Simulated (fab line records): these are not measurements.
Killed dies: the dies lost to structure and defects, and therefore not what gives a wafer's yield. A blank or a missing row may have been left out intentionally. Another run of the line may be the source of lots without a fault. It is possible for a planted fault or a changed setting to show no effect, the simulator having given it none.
Chamber matching || flow n5-finfet || N5_SD_EPI_N_SD_RECESS_17 on rie-si-06: 4 sister chambers
The step chemistry HBr/Cl2/O2, target depth 41 nm, time 23.7 s, bt time 3 s. 14 wafers are shown with their chamber, then 7 later ones without.

## WAFERS WITH THEIR CHAMBER
{"wafer": "L123.1", "chamber": 2, "throttle-valve-pct (%)": 36.8, "oes-product-au (a.u.)": 1.028, "HBr_flow_sccm (sccm)": 149.6}
{"wafer": "L123.4", "chamber": 1, "throttle-valve-pct (%)": 37.6, "oes-product-au (a.u.)": 0.969, "HBr_flow_sccm (sccm)": 149.7}
{"wafer": "L123.6", "chamber": 2, "throttle-valve-pct (%)": 36.8, "oes-product-au (a.u.)": 1.028, "HBr_flow_sccm (sccm)": 149.9}
{"wafer": "L129.2", "chamber": 0, "throttle-valve-pct (%)": 37.8, "oes-product-au (a.u.)": 1.017, "HBr_flow_sccm (sccm)": 150.2}
{"wafer": "L129.3", "chamber": 3, "throttle-valve-pct (%)": 36.9, "oes-product-au (a.u.)": 0.983, "HBr_flow_sccm (sccm)": 149.5}
{"wafer": "L129.4", "chamber": 2, "throttle-valve-pct (%)": 36.8, "oes-product-au (a.u.)": 1.027, "HBr_flow_sccm (sccm)": 150.1}
{"wafer": "L131.1", "chamber": 0, "throttle-valve-pct (%)": 37.7, "oes-product-au (a.u.)": 1.010, "HBr_flow_sccm (sccm)": 150.1}
{"wafer": "L131.5", "chamber": 2, "throttle-valve-pct (%)": 36.8, "oes-product-au (a.u.)": 1.027, "HBr_flow_sccm (sccm)": 150.6}
{"wafer": "L131.6", "chamber": 3, "throttle-valve-pct (%)": 36.9, "oes-product-au (a.u.)": 0.989, "HBr_flow_sccm (sccm)": 149.9}
{"wafer": "L132.1", "chamber": 3, "throttle-valve-pct (%)": 36.9, "oes-product-au (a.u.)": 0.986, "HBr_flow_sccm (sccm)": 150.4}
{"wafer": "L132.2", "chamber": 1, "throttle-valve-pct (%)": 37.6, "oes-product-au (a.u.)": 0.968, "HBr_flow_sccm (sccm)": 149.3}
{"wafer": "L132.4", "chamber": 2, "throttle-valve-pct (%)": 36.8, "oes-product-au (a.u.)": 1.031, "HBr_flow_sccm (sccm)": 150.5}
{"wafer": "L133.3", "chamber": 2, "throttle-valve-pct (%)": 36.8, "oes-product-au (a.u.)": 1.023, "HBr_flow_sccm (sccm)": 150.3}
{"wafer": "L133.4", "chamber": 3, "throttle-valve-pct (%)": 36.9, "oes-product-au (a.u.)": 0.985, "HBr_flow_sccm (sccm)": 149.3}

SIGNATURES (means of the wafers above)
{"reading": "throttle-valve-pct", "chamber 0": 37.750, "chamber 1": 37.600, "chamber 2": 36.800, "chamber 3": 36.900, "scatter within a chamber": 0.0224}
{"reading": "oes-product-au", "chamber 0": 1.01350, "chamber 1": 0.96850, "chamber 2": 1.02733, "chamber 3": 0.98575, "scatter within a chamber": 0.00278}
{"reading": "HBr_flow_sccm", "chamber 0": 150.150, "chamber 1": 149.500, "chamber 2": 150.167, "chamber 3": 149.775, "scatter within a chamber": 0.388}
Rule: for a wafer and a chamber, the distance is found by dividing, reading by reading, the gap between the wafer's reading and the chamber's mean by the reading's scatter, squaring, summing and taking the root. If the next closest chamber is less than 2 further off than the closest, the wafer can't be placed; otherwise it belongs to the closest. The scatter: take each reading less its chamber's mean, square it, sum over the shown wafers, divide by the number of wafers less the number of chambers, and take the root.

## WAFERS MISSING THEIR CHAMBER
{"wafer": "L133.5", "throttle-valve-pct (%)": 37.6, "oes-product-au (a.u.)": 0.961, "HBr_flow_sccm (sccm)": 150.3}
{"wafer": "L134.1", "throttle-valve-pct (%)": 37.8, "oes-product-au (a.u.)": 1.003, "HBr_flow_sccm (sccm)": 150.0}
{"wafer": "L134.2", "throttle-valve-pct (%)": 36.9, "oes-product-au (a.u.)": 0.981, "HBr_flow_sccm (sccm)": 149.6}
{"wafer": "L134.4", "throttle-valve-pct (%)": 37.6, "oes-product-au (a.u.)": 0.969, "HBr_flow_sccm (sccm)": 150.3}
{"wafer": "L138.1", "throttle-valve-pct (%)": 37.6, "oes-product-au (a.u.)": 0.966, "HBr_flow_sccm (sccm)": 150.4}
{"wafer": "L138.4", "throttle-valve-pct (%)": 37.8, "oes-product-au (a.u.)": 1.016, "HBr_flow_sccm (sccm)": 150.0}
{"wafer": "L138.5", "throttle-valve-pct (%)": 36.9, "oes-product-au (a.u.)": 0.988, "HBr_flow_sccm (sccm)": 150.1}

## WHICH CHAMBER EACH WENT THROUGH
{"wafer": "L133.5", "from the rows above": 1, "in truth": 1}
{"wafer": "L134.1", "from the rows above": 0, "in truth": 0}
{"wafer": "L134.2", "from the rows above": 3, "in truth": 3}
{"wafer": "L134.4", "from the rows above": 1, "in truth": 1}
{"wafer": "L138.1", "from the rows above": 1, "in truth": 1}
{"wafer": "L138.4", "from the rows above": 0, "in truth": 0}
{"wafer": "L138.5", "from the rows above": 3, "in truth": 3}
Placed correctly: 7 of 7. Left unplaced by these rows: 0. Placed wrongly: 0.
